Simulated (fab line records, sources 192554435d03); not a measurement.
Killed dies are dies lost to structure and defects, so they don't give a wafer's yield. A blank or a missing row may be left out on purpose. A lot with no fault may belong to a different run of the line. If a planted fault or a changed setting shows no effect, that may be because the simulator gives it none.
What tool caused it? / flow n5-finfet / 27 wafers from 9 lots sampled at 8 of the route's 1938 steps

== WHAT THE GAUGES READ, wafer by wafer ==
N5_BEOL_M3_THK_MEAS_53: measures by xrf. Usual: M3_THK gives 39.8 nm (standard deviation 1.6).
lot=L679; measured=day 8 17:11; on=film-metro-01; M3_THK (nm)=39.5 41.4 38.8; flag=
lot=L681; measured=day 9 07:19; on=film-metro-02; M3_THK (nm)=39.5 37.7 40.1; flag=
lot=L683; measured=day 9 20:07; on=film-metro-02; M3_THK (nm)=295.5 295.2 297.1; flag=OFF
lot=L687; measured=day 10 01:41; on=film-metro-01; M3_THK (nm)=308.1 306.0 297.3; flag=OFF
lot=L685; measured=day 10 07:44; on=film-metro-02; M3_THK (nm)=304.1 300.4 300.7; flag=OFF
lot=L693; measured=day 12 02:40; on=film-metro-01; M3_THK (nm)=37.3 41.4 40.5; flag=
lot=L696; measured=day 12 11:22; on=film-metro-02; M3_THK (nm)=39.2 40.8 41.4; flag=
lot=L697; measured=day 13 16:44; on=film-metro-01; M3_THK (nm)=39.0 40.3 39.4; flag=
lot=L699; measured=day 13 19:35; on=film-metro-01; M3_THK (nm)=40.5 39.7 40.2; flag=

N5_BEOL_M3_RS_MEAS_58: the measuring method here is four-point-probe. Usual: M3_RS gives 0.67 ohm/sq (standard deviation 0.036).
lot=L679; measured=day 8 17:27; on=film-metro-02; M3_RS (ohm/sq)=0.68 0.63 0.68; flag=
lot=L681; measured=day 9 07:35; on=film-metro-01; M3_RS (ohm/sq)=0.68 0.72 0.66; flag=
lot=L683; measured=day 9 20:23; on=film-metro-02; M3_RS (ohm/sq)=0.06 0.06 0.06; flag=OFF
lot=L687; measured=day 10 02:05; on=film-metro-01; M3_RS (ohm/sq)=0.06 0.06 0.06; flag=OFF
lot=L685; measured=day 10 08:01; on=film-metro-01; M3_RS (ohm/sq)=0.06 0.06 0.06; flag=OFF
lot=L693; measured=day 12 02:57; on=film-metro-02; M3_RS (ohm/sq)=0.73 0.64 0.66; flag=
lot=L696; measured=day 12 11:38; on=film-metro-01; M3_RS (ohm/sq)=0.70 0.65 0.65; flag=
lot=L697; measured=day 13 16:59; on=film-metro-02; M3_RS (ohm/sq)=0.68 0.66 0.67; flag=
lot=L699; measured=day 13 19:50; on=film-metro-02; M3_RS (ohm/sq)=0.65 0.66 0.65; flag=

N5_BEOL_M3_INSPECT_59: inspects for defects (darkfield). Usual: 76 for raw-defect-count, sd 26.
lot=L679; measured=day 8 17:28; on=defect-inspect-01; raw-defect-count=103 66 79; flag=
lot=L681; measured=day 9 07:37; on=defect-inspect-01; raw-defect-count=40 78 101; flag=
lot=L683; measured=day 9 20:25; on=defect-inspect-02; raw-defect-count=5152 5061 5227; flag=OFF
lot=L687; measured=day 10 02:08; on=defect-inspect-01; raw-defect-count=5171 5110 5015; flag=OFF
lot=L685; measured=day 10 08:02; on=defect-inspect-02; raw-defect-count=5143 5044 5116; flag=OFF
lot=L693; measured=day 12 02:59; on=defect-inspect-02; raw-defect-count=100 110 79; flag=
lot=L696; measured=day 12 11:40; on=defect-inspect-02; raw-defect-count=73 84 58; flag=
lot=L697; measured=day 13 17:01; on=defect-inspect-02; raw-defect-count=83 57 61; flag=
lot=L699; measured=day 13 19:52; on=defect-inspect-01; raw-defect-count=58 56 57; flag=

N5_BEOL_M4_RC_MEAS_101. Usual: DIBL_N 36.0 mV/V, standard deviation 1.8; DIBL_P 36.3 mV/V, standard deviation 2.4; IOFF_N 0.16 nA/um, standard deviation 0.035; IOFF_P 0.21 nA/um, standard deviation 0.036; ION_N 673 uA/um, standard deviation 13; ION_P 461 uA/um, standard deviation 7.2; SS_N 71.4 mV/dec, standard deviation 0.6; SS_P 73.2 mV/dec, standard deviation 0.7; VT_N 250 mV, standard deviation 4; VT_P -250.9 mV, standard deviation 2.9.
lot=L679; measured=day 9 03:07; on=prober-02; DIBL_N (mV/V)=34.3 34.0 32.7; DIBL_P (mV/V)=33.5 32.9 30.7; IOFF_N (nA/um)=0.16 0.14 0.12; IOFF_P (nA/um)=0.21 0.19 0.16; ION_N (uA/um)=678 670 653; ION_P (uA/um)=463 459 461; SS_N (mV/dec)=70.8 71.3 71.3; SS_P (mV/dec)=73.2 72.7 72.2; VT_N (mV)=246 250 252; VT_P (mV)=-247.1 -249.6 -251.3; flag=
lot=L681; measured=day 10 02:00; on=prober-02; DIBL_N (mV/V)=32.7 34.2 35.7; DIBL_P (mV/V)=32.6 34.1 37.3; IOFF_N (nA/um)=0.10 0.12 0.15; IOFF_P (nA/um)=0.14 0.16 0.20; ION_N (uA/um)=643 663 692; ION_P (uA/um)=446 453 471; SS_N (mV/dec)=70.0 71.5 71.5; SS_P (mV/dec)=71.9 72.7 73.3; VT_N (mV)=259 255 248; VT_P (mV)=-257.7 -254.1 -249.6; flag=
lot=L693; measured=day 12 16:12; on=prober-02; DIBL_N (mV/V)=35.5 34.0 36.1; DIBL_P (mV/V)=37.7 35.7 37.6; IOFF_N (nA/um)=0.18 0.14 0.17; IOFF_P (nA/um)=0.22 0.19 0.23; ION_N (uA/um)=683 682 680; ION_P (uA/um)=467 469 457; SS_N (mV/dec)=70.6 71.1 71.8; SS_P (mV/dec)=73.8 72.9 73.7; VT_N (mV)=247 251 247; VT_P (mV)=-248.6 -251.5 -248.3; flag=
lot=L696; measured=day 12 22:59; on=prober-02; DIBL_N (mV/V)=36.0 33.0 37.4; DIBL_P (mV/V)=35.9 32.7 36.6; IOFF_N (nA/um)=0.15 0.11 0.16; IOFF_P (nA/um)=0.20 0.16 0.21; ION_N (uA/um)=675 668 667; ION_P (uA/um)=461 459 457; SS_N (mV/dec)=71.1 70.9 71.4; SS_P (mV/dec)=74.0 73.1 73.7; VT_N (mV)=252 253 253; VT_P (mV)=-250.9 -252.0 -251.4; flag=
lot=L697; measured=day 14 04:22; on=prober-01; DIBL_N (mV/V)=36.3 36.6 35.2; DIBL_P (mV/V)=34.9 36.3 33.6; IOFF_N (nA/um)=0.15 0.15 0.13; IOFF_P (nA/um)=0.20 0.22 0.17; ION_N (uA/um)=679 671 661; ION_P (uA/um)=465 459 450; SS_N (mV/dec)=71.5 70.9 71.0; SS_P (mV/dec)=73.1 73.6 71.9; VT_N (mV)=246 249 250; VT_P (mV)=-251.2 -251.9 -253.3; flag=
lot=L699; measured=day 14 06:26; on=prober-01; DIBL_N (mV/V)=37.2 37.9 39.3; DIBL_P (mV/V)=37.1 36.6 38.0; IOFF_N (nA/um)=0.16 0.16 0.20; IOFF_P (nA/um)=0.21 0.21 0.25; ION_N (uA/um)=673 681 687; ION_P (uA/um)=457 461 464; SS_N (mV/dec)=71.4 72.1 72.2; SS_P (mV/dec)=73.4 74.0 73.7; VT_N (mV)=250 250 247; VT_P (mV)=-252.4 -252.9 -246.7; flag=

== WHAT TOOL EACH LOT RAN ON (gives the tool, then ch and the chambers of the sampled wafers, and finally the start) ==
lot=L679; N5_BEOL_M3_ANNEAL_87=pvd-sputter-03, day 8 15:23; N5_BEOL_M3_ANNEAL_91=pvd-sputter-03, day 8 15:49; N5_BEOL_M3_CMP_52=cmp-02 ch 0,1,2, day 8 16:53; N5_BEOL_M3_DEP_57=pecvd-03 ch 0,1, day 8 17:23
lot=L681; N5_BEOL_M3_ANNEAL_87=pvd-sputter-01, day 9 05:31; N5_BEOL_M3_ANNEAL_91=pvd-sputter-01, day 9 05:58; N5_BEOL_M3_CMP_52=cmp-04 ch 0,2,3, day 9 07:02; N5_BEOL_M3_DEP_57=pecvd-01 ch 0,1,2, day 9 07:31
lot=L683; N5_BEOL_M3_ANNEAL_87=pvd-sputter-01, day 9 18:18; N5_BEOL_M3_ANNEAL_91=pvd-sputter-01, day 9 18:44; N5_BEOL_M3_CMP_52=cmp-02 ch 1,2,3, day 9 19:53; N5_BEOL_M3_DEP_57=pecvd-03 ch 0,1, day 9 20:19
lot=L687; N5_BEOL_M3_ANNEAL_87=pvd-sputter-01, day 9 23:53; N5_BEOL_M3_ANNEAL_91=pvd-sputter-01, day 10 00:19; N5_BEOL_M3_CMP_52=cmp-04 ch 2,3, day 10 01:23; N5_BEOL_M3_DEP_57=pecvd-04 ch 1, day 10 02:01
lot=L685; N5_BEOL_M3_ANNEAL_87=pvd-sputter-03, day 10 05:41; N5_BEOL_M3_ANNEAL_91=pvd-sputter-03, day 10 06:08; N5_BEOL_M3_CMP_52=cmp-01 ch 1,2,3, day 10 07:32; N5_BEOL_M3_DEP_57=pecvd-04 ch 0,1, day 10 07:57
lot=L693; N5_BEOL_M3_ANNEAL_87=pvd-sputter-01, day 12 00:52; N5_BEOL_M3_ANNEAL_91=pvd-sputter-01, day 12 01:18; N5_BEOL_M3_CMP_52=cmp-02 ch 0,2,3, day 12 02:29; N5_BEOL_M3_DEP_57=pecvd-03 ch 0,2, day 12 02:53
lot=L696; N5_BEOL_M3_ANNEAL_87=pvd-sputter-01, day 12 09:34; N5_BEOL_M3_ANNEAL_91=pvd-sputter-01, day 12 10:00; N5_BEOL_M3_CMP_52=cmp-02 ch 0,2,3, day 12 11:11; N5_BEOL_M3_DEP_57=pecvd-01 ch 0,1, day 12 11:34
lot=L697; N5_BEOL_M3_ANNEAL_87=pvd-sputter-03, day 13 14:26; N5_BEOL_M3_ANNEAL_91=pvd-sputter-03, day 13 14:53; N5_BEOL_M3_CMP_52=cmp-01 ch 2,3, day 13 16:26; N5_BEOL_M3_DEP_57=pecvd-04 ch 0,2, day 13 16:56
lot=L699; N5_BEOL_M3_ANNEAL_87=pvd-sputter-02, day 13 17:46; N5_BEOL_M3_ANNEAL_91=pvd-sputter-02, day 13 18:13; N5_BEOL_M3_CMP_52=cmp-04 ch 0,2,3, day 13 19:22; N5_BEOL_M3_DEP_57=pecvd-03 ch 0,1,2, day 13 19:47
- N5_BEOL_M3_ANNEAL_87: time 240 s.
- N5_BEOL_M3_ANNEAL_91: time 240 s.
- N5_BEOL_M3_CMP_52: polishes, stops on SiOC, t overpolish 6.8 s, target thk 40 nm.
- N5_BEOL_M3_DEP_57: deposits SiCN from 3MS/NH3, target thk 8 nm, time 14 s.

== WHAT THE TOOLS THEMSELVES READ (means of the sampled wafers that have a number; where no wafer has one, the mark that the record gives instead) ==
N5_BEOL_M3_ANNEAL_87. Usual: 846 W for heater-power-w, sd 65.
lot=L679; tool=pvd-sputter-03; heater-power-w (W)=894; flag=
lot=L681; tool=pvd-sputter-01; heater-power-w (W)=807; flag=
lot=L683; tool=pvd-sputter-01; heater-power-w (W)=803; flag=
lot=L687; tool=pvd-sputter-01; heater-power-w (W)=847; flag=
lot=L685; tool=pvd-sputter-03; heater-power-w (W)=853; flag=
lot=L693; tool=pvd-sputter-01; heater-power-w (W)=915; flag=
lot=L696; tool=pvd-sputter-01; heater-power-w (W)=839; flag=
lot=L697; tool=pvd-sputter-03; heater-power-w (W)=835; flag=
lot=L699; tool=pvd-sputter-02; heater-power-w (W)=950; flag=

N5_BEOL_M3_ANNEAL_91. Usual: 846 W for heater-power-w, sd 66.
lot=L679; tool=pvd-sputter-03; heater-power-w (W)=894; flag=
lot=L681; tool=pvd-sputter-01; heater-power-w (W)=805; flag=
lot=L683; tool=pvd-sputter-01; heater-power-w (W)=806; flag=
lot=L687; tool=pvd-sputter-01; heater-power-w (W)=846; flag=
lot=L685; tool=pvd-sputter-03; heater-power-w (W)=858; flag=
lot=L693; tool=pvd-sputter-01; heater-power-w (W)=903; flag=
lot=L696; tool=pvd-sputter-01; heater-power-w (W)=839; flag=
lot=L697; tool=pvd-sputter-03; heater-power-w (W)=852; flag=
lot=L699; tool=pvd-sputter-02; heater-power-w (W)=951; flag=

N5_BEOL_M3_CMP_52. Usual: barrier-field-endpoint-s 24.5 s, standard deviation 0.67; clearing-platen-down-force-psi 1.5002 psi, standard deviation 0.0028; motor-current-A 6.1 A, standard deviation 0.73; overpolish-run-s 6.799 s, standard deviation 0.0092; retaining-ring-pressure-frac 1.000, standard deviation 0.0051; slurry-flow-ml-min 149.9, standard deviation 0.41; time-to-endpoint-s 62 s, standard deviation 3.3.
lot=L679; tool=cmp-02; barrier-field-endpoint-s (s)=23.6; clearing-platen-down-force-psi (psi)=1.4996; motor-current-A (A)=5.5; overpolish-run-s (s)=6.804; retaining-ring-pressure-frac=0.999; slurry-flow-ml-min=149.7; time-to-endpoint-s (s)=59; flag=
lot=L681; tool=cmp-04; barrier-field-endpoint-s (s)=24.4; clearing-platen-down-force-psi (psi)=1.5027; motor-current-A (A)=6.5; overpolish-run-s (s)=6.800; retaining-ring-pressure-frac=0.999; slurry-flow-ml-min=149.9; time-to-endpoint-s (s)=63; flag=
lot=L683; tool=cmp-02; barrier-field-endpoint-s (s)=-; clearing-platen-down-force-psi (psi)=-; motor-current-A (A)=-; overpolish-run-s (s)=-; retaining-ring-pressure-frac=-; slurry-flow-ml-min=-; time-to-endpoint-s (s)=-; flag=OFF
lot=L687; tool=cmp-04; barrier-field-endpoint-s (s)=-; clearing-platen-down-force-psi (psi)=-; motor-current-A (A)=-; overpolish-run-s (s)=-; retaining-ring-pressure-frac=-; slurry-flow-ml-min=-; time-to-endpoint-s (s)=-; flag=OFF
lot=L685; tool=cmp-01; barrier-field-endpoint-s (s)=-; clearing-platen-down-force-psi (psi)=-; motor-current-A (A)=-; overpolish-run-s (s)=-; retaining-ring-pressure-frac=-; slurry-flow-ml-min=-; time-to-endpoint-s (s)=-; flag=OFF
lot=L693; tool=cmp-02; barrier-field-endpoint-s (s)=24.6; clearing-platen-down-force-psi (psi)=1.4980; motor-current-A (A)=5.5; overpolish-run-s (s)=6.814; retaining-ring-pressure-frac=1.000; slurry-flow-ml-min=149.9; time-to-endpoint-s (s)=63; flag=
lot=L696; tool=cmp-02; barrier-field-endpoint-s (s)=25.3; clearing-platen-down-force-psi (psi)=1.4998; motor-current-A (A)=5.4; overpolish-run-s (s)=6.800; retaining-ring-pressure-frac=0.997; slurry-flow-ml-min=149.6; time-to-endpoint-s (s)=65; flag=
lot=L697; tool=cmp-01; barrier-field-endpoint-s (s)=23.5; clearing-platen-down-force-psi (psi)=1.5011; motor-current-A (A)=6.7; overpolish-run-s (s)=6.799; retaining-ring-pressure-frac=0.996; slurry-flow-ml-min=150.4; time-to-endpoint-s (s)=58; flag=
lot=L699; tool=cmp-04; barrier-field-endpoint-s (s)=25.0; clearing-platen-down-force-psi (psi)=1.5042; motor-current-A (A)=6.5; overpolish-run-s (s)=6.797; retaining-ring-pressure-frac=0.999; slurry-flow-ml-min=149.8; time-to-endpoint-s (s)=65; flag=

N5_BEOL_M3_DEP_57. Usual: showerhead-plenum-p-Torr 3.662 Torr, standard deviation 0.0099; throttle-valve-pct 9.3 %, standard deviation 0.56.
lot=L679; tool=pecvd-03; showerhead-plenum-p-Torr (Torr)=3.662; throttle-valve-pct (%)=9.7; flag=
lot=L681; tool=pecvd-01; showerhead-plenum-p-Torr (Torr)=3.653; throttle-valve-pct (%)=8.8; flag=
lot=L683; tool=pecvd-03; showerhead-plenum-p-Torr (Torr)=3.666; throttle-valve-pct (%)=9.5; flag=
lot=L687; tool=pecvd-04; showerhead-plenum-p-Torr (Torr)=3.672; throttle-valve-pct (%)=10.0; flag=
lot=L685; tool=pecvd-04; showerhead-plenum-p-Torr (Torr)=3.674; throttle-valve-pct (%)=9.6; flag=
lot=L693; tool=pecvd-03; showerhead-plenum-p-Torr (Torr)=3.664; throttle-valve-pct (%)=9.3; flag=
lot=L696; tool=pecvd-01; showerhead-plenum-p-Torr (Torr)=3.669; throttle-valve-pct (%)=8.7; flag=
lot=L697; tool=pecvd-04; showerhead-plenum-p-Torr (Torr)=3.661; throttle-valve-pct (%)=8.8; flag=
lot=L699; tool=pecvd-03; showerhead-plenum-p-Torr (Torr)=3.663; throttle-valve-pct (%)=9.5; flag=

== THE ANSWER, worked out from the rows above alone ==
Rule: a lot counts as off when the mean over its wafers that have a number is more than 3 standard deviations away from the usual mean. A lot without any number at a reading at which 4 lots or more have one is off too. Any other lot the step has rows for is counted as sound. Order of review: gauges by route order, followed by the tools' own readings, for which a lot's mean as printed above is used. The first step at which some lot is off is used, and at that step the reading that is off furthest; a lot without a number counts as furthest.
Off: L683, L687, L685, seen at N5_BEOL_M3_THK_MEAS_53 (M3_THK).
If a tool, at a process step before that reading, ran all the lots that are off and no sound lot after the first of them, it fits. Not tried: the gauges at N5_BEOL_M3_THK_MEAS_53; whatever is off there is also off at N5_BEOL_M3_INSPECT_59, on other tools, and gauge error can't account for it. Not one of the candidates tried fits.

== WHAT HAD BEEN PUT IN BY THE SIMULATOR ==
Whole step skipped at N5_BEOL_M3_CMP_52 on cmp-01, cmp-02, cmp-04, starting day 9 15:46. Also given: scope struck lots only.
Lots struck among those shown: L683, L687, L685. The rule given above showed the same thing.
